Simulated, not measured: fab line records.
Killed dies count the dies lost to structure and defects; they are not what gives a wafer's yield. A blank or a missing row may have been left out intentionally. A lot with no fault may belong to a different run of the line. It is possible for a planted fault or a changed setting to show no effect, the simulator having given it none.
Chamber matching | flow n5-finfet | rie-diel-02 running N5_MOL_CONTACT_COAG_ETCH_106: 4 sister chambers
The step etches SOC in N2/H2, target depth 80 nm, overetch 16 nm, time 120 s. 8 wafers are shown with their chamber, then 8 later ones without.

WAFERS, EACH WITH ITS CHAMBER
wafer  | chamber | drypump-motor-current-A (A) | showerhead-plenum-p-Torr (Torr)
L075.4 | 3       | 5.9                         | 2.57
L081.2 | 0       | 6.6                         | 2.72
L081.5 | 2       | 5.1                         | 2.52
L081.6 | 1       | 6.3                         | 2.53
L091.1 | 3       | 5.9                         | 2.55
L091.2 | 2       | 5.1                         | 2.52
L091.6 | 0       | 6.5                         | 2.71
L092.1 | 1       | 6.3                         | 2.52

WAFERS WITHOUT THEIR CHAMBER
wafer  | drypump-motor-current-A (A) | showerhead-plenum-p-Torr (Torr)
L092.3 | 5.9                         | 2.55
L092.4 | 5.1                         | 2.52
L095.2 | 6.3                         | 2.52
L095.3 | 5.1                         | 2.51
L095.5 | 6.5                         | 2.71
L097.1 | 5.9                         | 2.55
L097.3 | 6.2                         | 2.52
L097.5 | 5.1                         | 2.51

WHICH CHAMBER EACH WENT THROUGH
wafer  | from the rows above | in truth
L092.3 | 3                   | 3
L092.4 | 2                   | 2
L095.2 | 1                   | 1
L095.3 | 2                   | 2
L095.5 | 0                   | 0
L097.1 | 3                   | 3
L097.3 | 1                   | 1
L097.5 | 2                   | 2
Placed correctly: 8 of 8. Not placeable from these rows: 0. Number placed wrongly: 0.
How it was worked out, from the rows above alone: a wafer's distance from a chamber is the root of the sum, over the readings, of the square of ((its reading less the chamber's mean) divided by the reading's scatter). The wafer belongs to the nearest chamber; if the next one is less than 2 further off, it can't be placed. For every chamber, the mean is computed from those of its wafers that are shown. How the scatter is found: for the shown wafers, subtract from each reading the mean of its chamber, square and add these, divide the total by (wafers less chambers), then take the root.
